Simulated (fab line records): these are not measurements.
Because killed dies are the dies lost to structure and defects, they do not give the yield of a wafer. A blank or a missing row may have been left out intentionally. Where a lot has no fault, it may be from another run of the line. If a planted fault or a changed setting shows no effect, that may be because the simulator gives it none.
Split-lot experiment / flow n5Finfet / 39 wafers read across 7 lots, on a route 1938 steps long

== THE SPLIT ITSELF ==
At N5_BEOL_M8_DESCUM_16 (chemistry O2, time 7.9 s), the setting timeS was moved away from the recipe's 7.9 s on 18 of the 39 wafers read, by -25.7% to +56.3%. The other wafers ran this setting at the recipe's value.

Split to reading: the file shows no intervening step.

== THE READING ==
CAR-ArF_of_BEOL_M8_COAT_05.thkNm (the simulator's own value, which no gauge read), in nm, at N5_BEOL_M8_ETCH_61 (etches SiARC in CF4, target depth 45.5 nm, time 75.8 s). The file gives no usual value for it. Across the 21 wafers here that went through the recipe, the average is 50.9 nm and the standard deviation 0.25 nm.

wafer=L074.1; tool, chamber at the split=rieDiel-05, 0; timeS as run, s=6.55; against the recipe=-17.1%; CAR-ArF_of_BEOL_M8_COAT_05.thkNm, nm=51.6; against lot-mates on the recipe=+0.9
wafer=L074.2; tool, chamber at the split=rieDiel-05, 3; timeS as run, s=7.9; against the recipe=recipe; CAR-ArF_of_BEOL_M8_COAT_05.thkNm, nm=50.6; against lot-mates on the recipe=-
wafer=L074.4; tool, chamber at the split=rieDiel-05, 2,1; timeS as run, s=7.9; against the recipe=recipe; CAR-ArF_of_BEOL_M8_COAT_05.thkNm, nm=50.6; against lot-mates on the recipe=-
wafer=L074.3; tool, chamber at the split=rieDiel-05, 2,1; timeS as run, s=7.9; against the recipe=recipe; CAR-ArF_of_BEOL_M8_COAT_05.thkNm, nm=50.8; against lot-mates on the recipe=-
wafer=L074.5; tool, chamber at the split=rieDiel-05, 0,3; timeS as run, s=6.55; against the recipe=-17.1%; CAR-ArF_of_BEOL_M8_COAT_05.thkNm, nm=51.4; against lot-mates on the recipe=+0.7
wafer=L074.6; tool, chamber at the split=rieDiel-05, 0,3; timeS as run, s=6.55; against the recipe=-17.1%; CAR-ArF_of_BEOL_M8_COAT_05.thkNm, nm=51.4; against lot-mates on the recipe=+0.7
wafer=L075.1; tool, chamber at the split=rieDiel-04, 3; timeS as run, s=9.909; against the recipe=+25.4%; CAR-ArF_of_BEOL_M8_COAT_05.thkNm, nm=49.6; against lot-mates on the recipe=-1.5
wafer=L075.2; tool, chamber at the split=rieDiel-04, 2,1; timeS as run, s=9.909; against the recipe=+25.4%; CAR-ArF_of_BEOL_M8_COAT_05.thkNm, nm=49.8; against lot-mates on the recipe=-1.3
wafer=L075.5; tool, chamber at the split=rieDiel-04, 2,1; timeS as run, s=9.909; against the recipe=+25.4%; CAR-ArF_of_BEOL_M8_COAT_05.thkNm, nm=49.8; against lot-mates on the recipe=-1.3
wafer=L075.3; tool, chamber at the split=rieDiel-04, 1; timeS as run, s=7.9; against the recipe=recipe; CAR-ArF_of_BEOL_M8_COAT_05.thkNm, nm=51.4; against lot-mates on the recipe=-
wafer=L075.4; tool, chamber at the split=rieDiel-04, 0; timeS as run, s=7.9; against the recipe=recipe; CAR-ArF_of_BEOL_M8_COAT_05.thkNm, nm=51; against lot-mates on the recipe=-
wafer=L075.6; tool, chamber at the split=rieDiel-04, 0; timeS as run, s=7.9; against the recipe=recipe; CAR-ArF_of_BEOL_M8_COAT_05.thkNm, nm=50.8; against lot-mates on the recipe=-
wafer=L081.1; tool, chamber at the split=rieDiel-05, 2; timeS as run, s=7.9; against the recipe=recipe; CAR-ArF_of_BEOL_M8_COAT_05.thkNm, nm=51.2; against lot-mates on the recipe=-
wafer=L081.5; tool, chamber at the split=rieDiel-05, 2,0; timeS as run, s=7.9; against the recipe=recipe; CAR-ArF_of_BEOL_M8_COAT_05.thkNm, nm=51.2; against lot-mates on the recipe=-
wafer=L081.2; tool, chamber at the split=rieDiel-05, 1,0,1; timeS as run, s=10.88; against the recipe=+37.7%; CAR-ArF_of_BEOL_M8_COAT_05.thkNm, nm=49.4; against lot-mates on the recipe=-1.7
wafer=L081.3; tool, chamber at the split=rieDiel-05, 1,0,1; timeS as run, s=10.88; against the recipe=+37.7%; CAR-ArF_of_BEOL_M8_COAT_05.thkNm, nm=49.4; against lot-mates on the recipe=-1.7
wafer=L081.6; tool, chamber at the split=rieDiel-05, 1,0,1; timeS as run, s=10.88; against the recipe=+37.7%; CAR-ArF_of_BEOL_M8_COAT_05.thkNm, nm=49.4; against lot-mates on the recipe=-1.7
wafer=L081.4; tool, chamber at the split=rieDiel-05, 2,0; timeS as run, s=7.9; against the recipe=recipe; CAR-ArF_of_BEOL_M8_COAT_05.thkNm, nm=51; against lot-mates on the recipe=-
wafer=L086.1; tool, chamber at the split=rieDiel-04, 0,1; timeS as run, s=7.9; against the recipe=recipe; CAR-ArF_of_BEOL_M8_COAT_05.thkNm, nm=51.2; against lot-mates on the recipe=-
wafer=L086.3; tool, chamber at the split=rieDiel-04, 2; timeS as run, s=7.9; against the recipe=recipe; CAR-ArF_of_BEOL_M8_COAT_05.thkNm, nm=51.4; against lot-mates on the recipe=-
wafer=L086.4; tool, chamber at the split=rieDiel-04, 0,1; timeS as run, s=7.9; against the recipe=recipe; CAR-ArF_of_BEOL_M8_COAT_05.thkNm, nm=51; against lot-mates on the recipe=-
wafer=L089.1; tool, chamber at the split=rieDiel-04, 2,3; timeS as run, s=7.9; against the recipe=recipe; CAR-ArF_of_BEOL_M8_COAT_05.thkNm, nm=50.6; against lot-mates on the recipe=-
wafer=L089.2; tool, chamber at the split=rieDiel-04, 2,3; timeS as run, s=7.9; against the recipe=recipe; CAR-ArF_of_BEOL_M8_COAT_05.thkNm, nm=50.8; against lot-mates on the recipe=-
wafer=L089.3; tool, chamber at the split=rieDiel-04, 0,1,0; timeS as run, s=5.867; against the recipe=-25.7%; CAR-ArF_of_BEOL_M8_COAT_05.thkNm, nm=52; against lot-mates on the recipe=+1.2
wafer=L089.6; tool, chamber at the split=rieDiel-04, 0,1,0; timeS as run, s=5.867; against the recipe=-25.7%; CAR-ArF_of_BEOL_M8_COAT_05.thkNm, nm=52; against lot-mates on the recipe=+1.2
wafer=L089.4; tool, chamber at the split=rieDiel-04, 0,1,0; timeS as run, s=5.867; against the recipe=-25.7%; CAR-ArF_of_BEOL_M8_COAT_05.thkNm, nm=51.8; against lot-mates on the recipe=+1.0
wafer=L089.5; tool, chamber at the split=rieDiel-04, 1; timeS as run, s=7.9; against the recipe=recipe; CAR-ArF_of_BEOL_M8_COAT_05.thkNm, nm=51; against lot-mates on the recipe=-
wafer=L090.1; tool, chamber at the split=rieDiel-05, 2; timeS as run, s=7.9; against the recipe=recipe; CAR-ArF_of_BEOL_M8_COAT_05.thkNm, nm=50.8; against lot-mates on the recipe=-
wafer=L090.4; tool, chamber at the split=rieDiel-05, 1,2; timeS as run, s=7.9; against the recipe=recipe; CAR-ArF_of_BEOL_M8_COAT_05.thkNm, nm=50.8; against lot-mates on the recipe=-
wafer=L090.2; tool, chamber at the split=rieDiel-05, 1,2; timeS as run, s=7.9; against the recipe=recipe; CAR-ArF_of_BEOL_M8_COAT_05.thkNm, nm=51.2; against lot-mates on the recipe=-
wafer=L090.3; tool, chamber at the split=rieDiel-05, 0,0,1; timeS as run, s=6.402; against the recipe=-19.0%; CAR-ArF_of_BEOL_M8_COAT_05.thkNm, nm=51.8; against lot-mates on the recipe=+0.9
wafer=L090.5; tool, chamber at the split=rieDiel-05, 0,0,1; timeS as run, s=6.402; against the recipe=-19.0%; CAR-ArF_of_BEOL_M8_COAT_05.thkNm, nm=51.8; against lot-mates on the recipe=+0.9
wafer=L090.6; tool, chamber at the split=rieDiel-05, 0,0,1; timeS as run, s=6.402; against the recipe=-19.0%; CAR-ArF_of_BEOL_M8_COAT_05.thkNm, nm=51.6; against lot-mates on the recipe=+0.7
wafer=L093.1; tool, chamber at the split=rieDiel-06, 1,2; timeS as run, s=12.35; against the recipe=+56.3%; CAR-ArF_of_BEOL_M8_COAT_05.thkNm, nm=47.8; against lot-mates on the recipe=-2.9
wafer=L093.2; tool, chamber at the split=rieDiel-06, 3; timeS as run, s=7.9; against the recipe=recipe; CAR-ArF_of_BEOL_M8_COAT_05.thkNm, nm=50.6; against lot-mates on the recipe=-
wafer=L093.3; tool, chamber at the split=rieDiel-06, 0; timeS as run, s=7.9; against the recipe=recipe; CAR-ArF_of_BEOL_M8_COAT_05.thkNm, nm=50.8; against lot-mates on the recipe=-
wafer=L093.5; tool, chamber at the split=rieDiel-06, 1; timeS as run, s=7.9; against the recipe=recipe; CAR-ArF_of_BEOL_M8_COAT_05.thkNm, nm=50.8; against lot-mates on the recipe=-
wafer=L093.4; tool, chamber at the split=rieDiel-06, 2; timeS as run, s=12.35; against the recipe=+56.3%; CAR-ArF_of_BEOL_M8_COAT_05.thkNm, nm=48.2; against lot-mates on the recipe=-2.5
wafer=L093.6; tool, chamber at the split=rieDiel-06, 1,2; timeS as run, s=12.35; against the recipe=+56.3%; CAR-ArF_of_BEOL_M8_COAT_05.thkNm, nm=48; against lot-mates on the recipe=-2.7
Where a row lists several chambers, the file gives one row for several wafers and doesn't say which wafer went through which chamber.

FIT RESULTS
A straight line over all 39 wafers: CAR-ArF_of_BEOL_M8_COAT_05.thkNm changes by -0.0458 nm for each +1% of timeS; r = -0.97; the points scatter about the line by 0.24 nm.
The same after taking each lot's own level away (the mean of its wafers on the recipe; 39 wafers): -0.0472 nm for each +1%; r = -0.99; scatter 0.15 nm.
On that fit, the largest move of timeS shifts the reading by 2.7 nm.
Across the lots, their own levels run from 50.67 to 51.20 nm, a range of 2.1 times the standard deviation given above.
Consequently the slope shifts little with the lot-to-lot level, the two slopes agreeing.
Check: -2.64 nm against its lot-mates is what the line predicts for one of the wafers moved furthest among these (+56.3%) when that wafer is left out of the fit. Against them it came out at -2.93 nm.

== FURTHER SPLITS ON THESE WAFERS ==
Note: prior to the reading, these wafers also went through further splits. Each is held against what the fit with the lots' levels taken away leaves over:
other split on the same wafers=N5_SD_EPI_P_EPI_21 timeS; wafers away from the commonest value=12; r with CAR-ArF_of_BEOL_M8_COAT_05.thkNm (lot level and that fit taken away)=-0.24
other split on the same wafers=N5_HKMG_FIN_ALD_72 aldCycles; wafers away from the commonest value=18; r with CAR-ArF_of_BEOL_M8_COAT_05.thkNm (lot level and that fit taken away)=+0.12
other split on the same wafers=N5_MOL_CONTACT_COAG_ALD_133 aldCycles; wafers away from the commonest value=15; r with CAR-ArF_of_BEOL_M8_COAT_05.thkNm (lot level and that fit taken away)=-0.11
other split on the same wafers=N5_BEOL_M1_ILD_DEP_00 timeS; wafers away from the commonest value=15; r with CAR-ArF_of_BEOL_M8_COAT_05.thkNm (lot level and that fit taken away)=+0.24
other split on the same wafers=N5_BEOL_M4_ETCH_70 targetDepthA; wafers away from the commonest value=12; r with CAR-ArF_of_BEOL_M8_COAT_05.thkNm (lot level and that fit taken away)=+0.10
other split on the same wafers=N5_BEOL_M6_ALD_77 aldCycles; wafers away from the commonest value=9; r with CAR-ArF_of_BEOL_M8_COAT_05.thkNm (lot level and that fit taken away)=+0.26

== THE WHOLE CHAIN: every reading that the file lists as answering this split, in the file's order ==
step=N5_BEOL_M8_DESCUM_16; what it does=chemistry O2, time 7.9 s; reading=CAR-ArF_of_BEOL_M8_COAT_05.thkNm (the simulator's own value, which no gauge read); change (the file's fit)=-0.0474 nm for each +1% of the setting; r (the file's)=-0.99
step=N5_BEOL_M8_ETCH_61; what it does=etches SiARC in CF4, target depth 45.5 nm, time 75.8 s; reading=CAR-ArF_of_BEOL_M8_COAT_05.thkNm (the simulator's own value, which no gauge read); change (the file's fit)=-0.0475 nm for each +1% of the setting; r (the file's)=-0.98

== THE FILE'S OWN FIT ==
CAR-ArF_of_BEOL_M8_COAT_05.thkNm changes by -0.0475 nm for each +1% of timeS, r = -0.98.
